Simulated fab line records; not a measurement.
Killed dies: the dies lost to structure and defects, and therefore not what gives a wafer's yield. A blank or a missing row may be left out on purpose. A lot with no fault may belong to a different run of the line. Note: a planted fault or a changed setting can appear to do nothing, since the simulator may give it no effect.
The tool behind it: which one? | flow nand harc | 72 wafers from 24 lots sampled at 6 of the route's 1302 steps

WHAT THE GAUGES SHOWED, per wafer
NHARC_P_BONDPAD_THK_MEAS_20: measures by xrf.
lot  | measured     | on            | thk nm (nm)
L075 | day 7 01:06  | film metro-01 | 159.3 162.2 159.3
L074 | day 7 01:53  | film metro-02 | 160.5 161.7 159.8
L076 | day 7 15:00  | film metro-02 | 160.4 161.9 159.4
L077 | day 8 08:56  | film metro-01 | 163.2 162.3 163.8
L078 | day 8 11:46  | film metro-02 | 162.5 163.8 161.4
L079 | day 8 21:16  | film metro-01 | 159.7 157.7 158.2
L080 | day 9 07:16  | film metro-02 | 159.9 159.4 162.3
L081 | day 9 15:23  | film metro-01 | 160.4 160.1 158.0
L082 | day 10 00:25 | film metro-01 | 159.8 159.6 162.7
L083 | day 10 06:31 | film metro-02 | 160.8 161.3 158.5
L084 | day 10 20:17 | film metro-01 | 160.7 160.9 158.3
L085 | day 11 03:05 | film metro-01 | 160.7 161.4 160.7
L086 | day 12 02:12 | film metro-01 | 159.2 160.1 160.5
L087 | day 12 18:31 | film metro-01 | 160.7 157.1 161.7
L088 | day 12 19:21 | film metro-02 | 163.2 161.3 163.1
L089 | day 13 06:20 | film metro-01 | 162.1 162.1 160.0
L090 | day 13 16:10 | film metro-01 | 158.8 159.8 160.2
L091 | day 14 05:43 | film metro-01 | 159.2 161.0 161.4
L092 | day 14 13:40 | film metro-02 | 157.7 158.8 160.7
L093 | day 14 20:37 | film metro-02 | 158.0 159.9 157.9
L094 | day 15 00:29 | film metro-02 | 163.3 158.9 160.7
L095 | day 15 11:59 | film metro-01 | 161.5 160.6 157.5
L096 | day 15 21:42 | film metro-02 | 161.4 159.4 163.6
L097 | day 16 02:33 | film metro-02 | 159.0 159.2 161.9

NHARC_P_BONDPAD_INSPECT_23.
lot  | measured     | on                | raw defect count
L075 | day 7 01:19  | defect inspect-01 | 353 410 484
L074 | day 7 02:05  | defect inspect-02 | 238 481 336
L076 | day 7 15:13  | defect inspect-01 | 235 191 265
L077 | day 8 09:08  | defect inspect-01 | 238 170 282
L078 | day 8 11:59  | defect inspect-01 | 191 349 223
L079 | day 8 21:30  | defect inspect-02 | 297 266 236
L080 | day 9 07:28  | defect inspect-01 | 468 382 336
L081 | day 9 15:37  | defect inspect-01 | 515 402 592
L082 | day 10 00:39 | defect inspect-02 | 400 339 265
L083 | day 10 06:44 | defect inspect-02 | 294 186 236
L084 | day 10 20:30 | defect inspect-01 | 282 387 319
L085 | day 11 03:17 | defect inspect-02 | 315 264 230
L086 | day 12 02:25 | defect inspect-02 | 335 202 539
L087 | day 12 18:44 | defect inspect-02 | 352 340 353
L088 | day 12 19:35 | defect inspect-01 | 246 267 250
L089 | day 13 06:34 | defect inspect-02 | 217 237 366
L090 | day 13 16:22 | defect inspect-01 | 258 178 198
L091 | day 14 05:55 | defect inspect-01 | 269 373 332
L092 | day 14 13:53 | defect inspect-01 | 498 466 773
L093 | day 14 20:51 | defect inspect-02 | 159 242 326
L094 | day 15 00:42 | defect inspect-02 | 365 550 295
L095 | day 15 12:12 | defect inspect-02 | 618 260 302
L096 | day 15 21:56 | defect inspect-02 | 371 462 637
L097 | day 16 02:47 | defect inspect-02 | 281 259 342

NHARC_A_SOURCE_PLATE_THK_MEAS_06: measures by ellipsometry.
lot  | measured     | on            | thk nm (nm)
L075 | day 8 00:07  | film metro-01 | 197.9 198.7 195.1
L074 | day 8 00:07  | film metro-02 | 198.2 197.5 200.1
L076 | day 8 15:35  | film metro-02 | 202.6 198.5 199.0
L077 | day 9 09:49  | film metro-02 | 202.2 203.4 201.6
L078 | day 9 09:49  | film metro-01 | 200.1 201.7 202.2
L079 | day 9 21:39  | film metro-02 | 199.2 199.2 199.5
L080 | day 10 08:28 | film metro-02 | 197.1 197.2 198.2
L081 | day 10 14:58 | film metro-02 | 199.4 200.4 198.9
L082 | day 11 00:10 | film metro-02 | 199.3 198.9 196.7
L083 | day 11 05:38 | film metro-02 | 198.2 199.2 197.1
L084 | day 11 21:49 | film metro-02 | 202.6 199.8 201.5
L085 | day 12 03:08 | film metro-01 | 197.8 196.1 198.2
L086 | day 13 01:31 | film metro-01 | 200.9 203.0 203.8
L087 | day 13 20:26 | film metro-02 | 197.2 198.9 199.3
L088 | day 13 20:26 | film metro-01 | 200.9 200.2 199.2
L089 | day 14 05:16 | film metro-02 | 201.4 201.8 201.6
L090 | day 14 15:30 | film metro-01 | 200.3 197.1 197.8
L091 | day 15 05:20 | film metro-01 | 200.4 202.1 199.5
L092 | day 15 12:59 | film metro-01 | 197.0 197.2 197.3
L093 | day 15 22:30 | film metro-02 | 197.6 196.6 196.0
L094 | day 15 22:29 | film metro-01 | 202.5 202.6 200.1
L095 | day 16 16:26 | film metro-01 | 196.8 196.1 194.2
L096 | day 16 20:31 | film metro-01 | 199.9 200.4 202.4
L097 | day 17 03:51 | film metro-01 | 198.6 197.6 200.6

NHARC_A_SOURCE_PLATE_INSPECT_08.
lot  | measured     | on                | raw defect count
L075 | day 8 00:12  | defect inspect-02 | 31 36 46
L074 | day 8 00:12  | defect inspect-01 | 82 85 48
L076 | day 8 15:40  | defect inspect-02 | 55 131 97
L077 | day 9 09:53  | defect inspect-02 | 67 42 51
L078 | day 9 09:53  | defect inspect-01 | 97 95 107
L079 | day 9 21:43  | defect inspect-02 | 64 45 54
L080 | day 10 08:32 | defect inspect-02 | 96 53 60
L081 | day 10 15:05 | defect inspect-02 | 61 110 57
L082 | day 11 00:17 | defect inspect-02 | 69 74 73
L083 | day 11 05:44 | defect inspect-02 | 216 76 116
L084 | day 11 21:53 | defect inspect-01 | 49 36 71
L085 | day 12 03:16 | defect inspect-01 | 51 47 64
L086 | day 13 01:34 | defect inspect-02 | 59 44 45
L087 | day 13 20:30 | defect inspect-02 | 108 62 53
L088 | day 13 20:30 | defect inspect-01 | 42 30 36
L089 | day 14 05:22 | defect inspect-02 | 70 54 80
L090 | day 14 15:34 | defect inspect-02 | 63 60 48
L091 | day 15 05:23 | defect inspect-01 | 34 70 34
L092 | day 15 13:05 | defect inspect-01 | 28 99 56
L093 | day 15 22:34 | defect inspect-01 | 52 104 51
L094 | day 15 22:34 | defect inspect-02 | 74 43 45
L095 | day 16 16:30 | defect inspect-02 | 103 77 107
L096 | day 16 20:34 | defect inspect-02 | 88 169 66
L097 | day 17 03:55 | defect inspect-02 | 57 81 65

WHICH TOOL RAN EACH LOT (tool, then ch and the chambers of the sampled wafers, then the start)
lot  | NHARC_P_BONDPAD_ETCH_37            | NHARC_P_BONDPAD_ETCH_24
L075 | rie diel-10 ch 0,1,3, day 6 22:50  | rie diel-04 ch 1,3, day 7 01:06 or earlier
L074 | rie diel-10 ch 0,1, day 6 23:38    | rie diel-04 ch 2,3, day 7 01:53 or earlier
L076 | rie diel-10 ch 0,1,2, day 7 12:44  | rie diel-04 ch 0,2,3, day 7 15:00 or earlier
L077 | rie diel-10 ch 0,1,3, day 8 06:41  | rie diel-10 ch 0,2, day 8 08:56 or earlier
L078 | rie diel-04 ch 0,1,2, day 8 09:29  | rie diel-10 ch 0,1,3, day 8 11:46 or earlier
L079 | rie diel-07 ch 0,1,2, day 8 19:01  | rie diel-04 ch 0,1,3, day 8 21:16 or earlier
L080 | rie diel-04 ch 0,1, day 9 05:01    | rie diel-07 ch 1,2,3, day 9 07:16 or earlier
L081 | rie diel-07 ch 0,1,2, day 9 13:08  | rie diel-04 ch 1,2,3, day 9 15:23 or earlier
L082 | rie diel-10 ch 1,2, day 9 22:10    | rie diel-10 ch 0,1,2, day 10 00:25 or earlier
L083 | rie diel-07 ch 0,3, day 10 04:15   | rie diel-04 ch 1,2,3, day 10 06:31 or earlier
L084 | rie diel-07 ch 0,3, day 10 18:01   | rie diel-04 ch 0,3, day 10 20:17 or earlier
L085 | rie diel-07 ch 0,2, day 11 00:48   | rie diel-10 ch 1,2,3, day 11 03:05 or earlier
L086 | rie diel-10 ch 0,2,3, day 11 23:58 | rie diel-07 ch 0,1, day 12 02:12 or earlier
L087 | rie diel-04 ch 1,2,3, day 12 16:10 | rie diel-07 ch 0,2, day 12 16:39
L088 | rie diel-04 ch 0,2,3, day 12 17:00 | rie diel-07 ch 0,2, day 12 17:29
L089 | rie diel-07 ch 0,2, day 13 03:59   | rie diel-04 ch 1,2,3, day 13 06:20 or earlier
L090 | rie diel-04 ch 0,1, day 13 13:54   | rie diel-04 ch 0,1, day 13 16:10 or earlier
L091 | rie diel-04 ch 0,2, day 14 03:27   | rie diel-04 ch 0,2,3, day 14 05:43 or earlier
L092 | rie diel-04 ch 0,2,3, day 14 11:24 | rie diel-07 ch 0,1,2, day 14 13:40 or earlier
L093 | rie diel-04 ch 0,2, day 14 18:20   | rie diel-07 ch 0,1,2, day 14 18:50
L094 | rie diel-10 ch 1,2,3, day 14 22:02 | rie diel-04 ch 0,1,2, day 15 00:29 or earlier
L095 | rie diel-04 ch 1,2, day 15 09:38   | rie diel-07 ch 0,1, day 15 10:10
L096 | rie diel-10 ch 0,3, day 15 19:20   | rie diel-10 ch 0,3, day 15 19:51
L097 | rie diel-07 ch 0,2,3, day 16 00:15 | rie diel-10 ch 0,2, day 16 00:45
- NHARC_P_BONDPAD_ETCH_37: etches the open film in N2/H2, target depth 60 nm, overetch 18 nm, time 65.91 s.
- NHARC_P_BONDPAD_ETCH_24: etches the open film in CF4/N2, target depth 30 nm, time 72.99 s.

AS READ BY THE TOOLS THEMSELVES (means over the sampled wafers that have a number; for cases with no such wafer, the mark the record gives instead)
NHARC_P_BONDPAD_ETCH_37.
lot  | tool        | drypump motor current A (A) | oes product au (a.u.) | rf vpp V (V) | showerhead plenum p Torr (Torr) | throttle valve pct (%)
L075 | rie diel-10 | 5.9                         | 1.001                 | 430.5        | 2.03                            | 14.168
L074 | rie diel-10 | 5.9                         | 1.005                 | 427.5        | 1.96                            | 14.167
L076 | rie diel-10 | 6.0                         | 0.987                 | 428.7        | 1.98                            | 14.178
L077 | rie diel-10 | 5.9                         | 0.996                 | 430.5        | 2.03                            | 14.174
L078 | rie diel-04 | 6.0                         | 1.006                 | 430.5        | 2.06                            | 14.169
L079 | rie diel-07 | 5.7                         | 0.989                 | 429.5        | 2.02                            | 14.166
L080 | rie diel-04 | 6.3                         | 0.999                 | 433.0        | 2.12                            | 14.169
L081 | rie diel-07 | 5.7                         | 0.987                 | 430.2        | 2.02                            | 14.173
L082 | rie diel-10 | 6.1                         | 0.978                 | 431.6        | 2.04                            | 14.169
L083 | rie diel-07 | 5.8                         | 1.002                 | 427.8        | 1.94                            | 14.170
L084 | rie diel-07 | 5.8                         | 1.005                 | 427.6        | 1.94                            | 14.164
L085 | rie diel-07 | 6.1                         | 1.006                 | 430.4        | 2.03                            | 14.172
L086 | rie diel-10 | 5.8                         | 1.005                 | 428.3        | 1.99                            | 14.167
L087 | rie diel-04 | 5.6                         | 0.988                 | 428.1        | 1.96                            | 14.169
L088 | rie diel-04 | 5.8                         | 0.995                 | 430.5        | 2.04                            | 14.174
L089 | rie diel-07 | 6.0                         | 0.996                 | 431.9        | 2.11                            | 14.175
L090 | rie diel-04 | 6.3                         | 0.998                 | 432.0        | 2.12                            | 14.170
L091 | rie diel-04 | 6.1                         | 0.997                 | 431.5        | 2.07                            | 14.180
L092 | rie diel-04 | 5.8                         | 0.991                 | 430.3        | 2.04                            | 14.171
L093 | rie diel-04 | 6.0                         | 0.990                 | 431.1        | 2.07                            | 14.163
L094 | rie diel-10 | 5.9                         | 1.006                 | 431.6        | 2.05                            | 14.167
L095 | rie diel-04 | 5.8                         | 1.003                 | 428.5        | 1.98                            | 14.173
L096 | rie diel-10 | 5.8                         | 1.002                 | 428.7        | 1.96                            | 14.164
L097 | rie diel-07 | 5.9                         | 0.991                 | 430.4        | 2.03                            | 14.176

NHARC_P_BONDPAD_ETCH_24.
lot  | tool        | cf4 flow sccm (sccm) | drypump motor current A (A) | oes product au (a.u.) | rf vpp V (V) | showerhead plenum p Torr (Torr) | throttle valve pct (%)
L075 | rie diel-04 | 49.99                | 5.6                         | 0.990                 | 311.7        | 2.52                            | 19.793
L074 | rie diel-04 | 50.00                | 5.6                         | 1.006                 | 313.3        | 2.54                            | 19.794
L076 | rie diel-04 | 49.96                | 5.8                         | 1.006                 | 314.0        | 2.62                            | 19.782
L077 | rie diel-10 | 50.02                | 5.8                         | 1.009                 | 310.6        | 2.48                            | 19.781
L078 | rie diel-10 | 49.89                | 5.9                         | 0.997                 | 313.8        | 2.62                            | 19.790
L079 | rie diel-04 | 50.00                | 5.8                         | 1.001                 | 313.4        | 2.61                            | 19.798
L080 | rie diel-07 | 50.02                | 5.5                         | 0.989                 | 313.4        | 2.59                            | 19.795
L081 | rie diel-04 | 49.98                | 5.6                         | 1.003                 | 312.6        | 2.53                            | 19.786
L082 | rie diel-10 | 49.99                | 5.9                         | 0.994                 | 313.6        | 2.56                            | 19.801
L083 | rie diel-04 | 49.83                | 5.6                         | 0.993                 | 312.4        | 2.53                            | 19.799
L084 | rie diel-04 | 49.97                | 6.0                         | 0.997                 | 315.2        | 2.70                            | 19.790
L085 | rie diel-10 | 50.01                | 5.9                         | 0.988                 | 314.4        | 2.65                            | 19.791
L086 | rie diel-07 | 49.96                | 5.8                         | 1.002                 | 312.6        | 2.50                            | 19.798
L087 | rie diel-07 | 49.85                | 6.1                         | 1.004                 | 314.6        | 2.61                            | 19.797
L088 | rie diel-07 | 50.13                | 5.9                         | 0.999                 | 315.1        | 2.71                            | 19.790
L089 | rie diel-04 | 50.12                | 5.6                         | 0.979                 | 313.3        | 2.53                            | 19.800
L090 | rie diel-04 | 49.89                | 6.3                         | 0.995                 | 315.8        | 2.72                            | 19.796
L091 | rie diel-04 | 49.97                | 5.8                         | 0.995                 | 313.7        | 2.62                            | 19.795
L092 | rie diel-07 | 50.04                | 5.7                         | 0.998                 | 313.6        | 2.60                            | 19.798
L093 | rie diel-07 | 50.08                | 5.7                         | 1.001                 | 314.3        | 2.60                            | 19.786
L094 | rie diel-04 | 49.89                | 6.0                         | 0.992                 | 314.5        | 2.64                            | 19.789
L095 | rie diel-07 | 50.10                | 5.8                         | 1.000                 | 312.6        | 2.50                            | 19.804
L096 | rie diel-10 | 50.11                | 5.7                         | 1.006                 | 314.3        | 2.63                            | 19.797
L097 | rie diel-10 | 50.00                | 5.8                         | 1.002                 | 311.2        | 2.48                            | 19.788

THE ANSWER, worked out from the rows above alone
Rule: the usual values come from the lots themselves. Put in order of their means at a reading, lots are off if they are a third of the lots or fewer, leave a main group of 4 or more, and stand apart from it by a gap of 3 or more times the standard deviation of the main group's means; of several such gaps the widest counts. Not used: any main group whose means are identical at the precision the tables above print for the reading. Also off: a lot with no number at a reading for which 4 or more lots have one. The other lots that the step has rows for count as sound. The gauges are gone through in route order, then the tools' own readings, and for those a lot's mean is taken as printed above. At the first step where some lot is off, the reading lying furthest off is the one used; lots without a number count as furthest.
None of the lots is off at any reading shown; this tells nothing.

WHAT THE SIMULATOR HAD INSERTED
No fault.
